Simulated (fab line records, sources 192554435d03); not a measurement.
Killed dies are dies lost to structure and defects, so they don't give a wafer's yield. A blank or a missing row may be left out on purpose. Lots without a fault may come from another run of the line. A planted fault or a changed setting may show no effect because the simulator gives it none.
fab line records | flow n5_finfet
record lots=7 wafers=21
route steps=1938 shown PAD_METAL@1896 PASSIVATION@1929
start_h: hours from the record's first day to the start of the lot's first wafer shown | wait_h: hours since the lot's step before | " the same as in the row above | L1.1+2: a row that stands for several wafers | - no value, or no start given | * or withheld: withheld | < > ~ a bound
route shown NAME@n: a module of which the file shows steps, and the number in the route of the first | usual: mean/standard deviation of fault-free wafers | same: alike in all rows | chamber/n: place in a boat | sites: the reading at each site | _std_site: their standard deviation | _edge_site: outer sites' mean less inner sites' | radius_mm: how far each site lies from the wafer's centre | mask NAME#n: copy n | behind: the tool/chamber that last shaped the wafer | hold: why the lot was held/for how many hours/how that ended | device: the transistor (n, p or np) that didn't switch | end of line: the same wafers' tests at the end of the route | a step without rows: its recipe alone | killed: dies lost to structure and defects at the first sort, not the wafer's yield | map: a wafer's dies, x killed, . not, _ none there
set.NAME: the setting as run; set.NAME@STEP: as run at that earlier step | model.NAME: the simulator's own value behind a step, which no gauge read
lots whose settings were changed on purpose; a table a step, a row a wafer
## steps
# step N5_PASSIVATION_AL_DEP_21
# recipe material=Al target_thk_a=28000 temp_c=400 time_s=170 power_w=30000 chamber_pressure_pa=0.4 gas=Ar
# columns lot.wafer tool chamber start_h wait_h set.time_s model.Al_of_PASSIVATION_AL_DEP_21.thk_nm
L076.2 pvd_sputter-01 - 277.28 0.1 195.3 3155
L076.4 " - " " 170 2755
L076.6 " - " " 170 2737
L075.2 pvd_sputter-01 - 283.47 0.1 170 2848
L075.5 " - " " 170 2871
L075.6 " - " " 170 2858
L084.3 pvd_sputter-03 - 321.30 0.1 170 2815
L084.4 " - " " 170 2809
L084.5 " - " " 170 2789
L088.3 pvd_sputter-02 - 340.57 0.1 170 2785
L088.4 " - " " 182.3 2996
L088.5 " - " " 182.3 2997
L091.3 pvd_sputter-02 - 372.83 0.1 170 2799
L091.5 " - " " 170 2800
L091.6 " - " " 170 2825
L093.2 pvd_sputter-02 - 386.92 0.1 170 2811
L093.3 " - " " 170 2805
L093.4 " - " " 170 2793
L095.2 pvd_sputter-01 - 408.02 0.1 170 2782
L095.3 " - " " 170 2791
L095.5 " - " " 170 2800
# step N5_PASSIVATION_PASS_ETCH_47
# recipe chemistry=CF4/O2 target=SiNx target_depth_a=7700 time_s=385 ion_energy_ev=100 pressure_mtorr=40 source_w=535 bias_w=49 Ar_flow_sccm=100 cf4_flow_sccm=100 O2_flow_sccm=10
# columns lot.wafer tool chamber start_h wait_h set.time_s model.etch.depth_nm
L076.2 rie_diel-01 1 280.10 0.0 341.6 688.4
L076.4 " 2 " " 385 767.2
L076.6 " 1 " " 341.6 684.8
L075.2 rie_diel-06 0 286.31 0.0 385 772.3
L075.5 " 2 " " 358.5 723.2
L075.6 " 0 " " 385 766.4
L084.3 rie_diel-01 2 324.11 0.0 385 756.1
L084.4 " 3 " " 424.8 835.2
L084.5 " 3 " " 385 757.5
L088.3 rie_diel-01 1 343.06 0.0 385 767.5
L088.4 " 0 " " 385 793.2
L088.5 " 1 " " 385 771.4
L091.3 rie_diel-06 3 376.29 0.0 455.3 891.8
L091.5 " 3 " " 455.3 894.7
L091.6 " 2 " " 385 760.6
L093.2 rie_diel-04 1 389.38 0.0 385 772.8
L093.3 " 0 " " 342.5 697.2
L093.4 " 0 " " 385 783.9
L095.2 rie_diel-01 3 411.24 0.0 385 766.4
L095.3 " 0 " " 385 792.1
L095.5 " 3 " " 385 766.3
## key
split step=N5_PASSIVATION_AL_DEP_21 setting=time_s stated=170 by=wafer
response step=N5_PASSIVATION_AL_DEP_21 reading=model.Al_of_PASSIVATION_AL_DEP_21.thk_nm change=+27.8 per=1% r=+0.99
split step=N5_PASSIVATION_PASS_ETCH_47 setting=time_s stated=385 by=wafer
response step=N5_PASSIVATION_PASS_ETCH_47 reading=model.etch.depth_nm change=+7.27 per=1% r=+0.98
